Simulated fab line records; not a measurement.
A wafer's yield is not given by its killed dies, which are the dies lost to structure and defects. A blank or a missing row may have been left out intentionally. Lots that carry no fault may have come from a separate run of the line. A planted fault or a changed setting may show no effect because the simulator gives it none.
Chamber matching -- flow n5-finfet -- N5_BEOL_M11_STRIP_67 on rie-diel-04 has 4 sister chambers
The step strips in CF4. 4 wafers are shown with their chamber, then 7 later ones without.

## WAFERS WITH THEIR CHAMBER
wafer,chamber,showerhead-plenum-p-Torr (Torr)
L080.6,1,1.75
L086.3,0,1.84
L088.2,3,1.70
L088.3,2,1.83

## WAFERS WITHOUT THEIR CHAMBER
wafer,showerhead-plenum-p-Torr (Torr)
L088.5,1.84
L092.2,1.84
L092.3,1.83
L092.5,1.83
L095.3,1.83
L095.4,1.74
L095.5,1.83

## THE CHAMBER EACH PASSED THROUGH
wafer,from the rows above,in truth
L088.5,0,0
L092.2,0,0
L092.3,2,2
L092.5,2,2
L095.3,2,2
L095.4,1,1
L095.5,2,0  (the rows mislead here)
6 of 7 placed correctly. Left unplaced by these rows: 0. Wrongly placed: 1.
How it was worked out, from the rows above alone: a wafer's distance from a chamber is the root of the sum, over the readings, of the square of ((its reading less the chamber's mean) divided by the reading's scatter). If the next closest chamber is less than 2 further off than the closest, the wafer can't be placed; otherwise it belongs to the closest. A chamber's mean is the mean of its shown wafers. The scatter (one wafer shown for each chamber): square how far every hidden wafer sits from the nearest shown wafer, average those squares and take the square root.
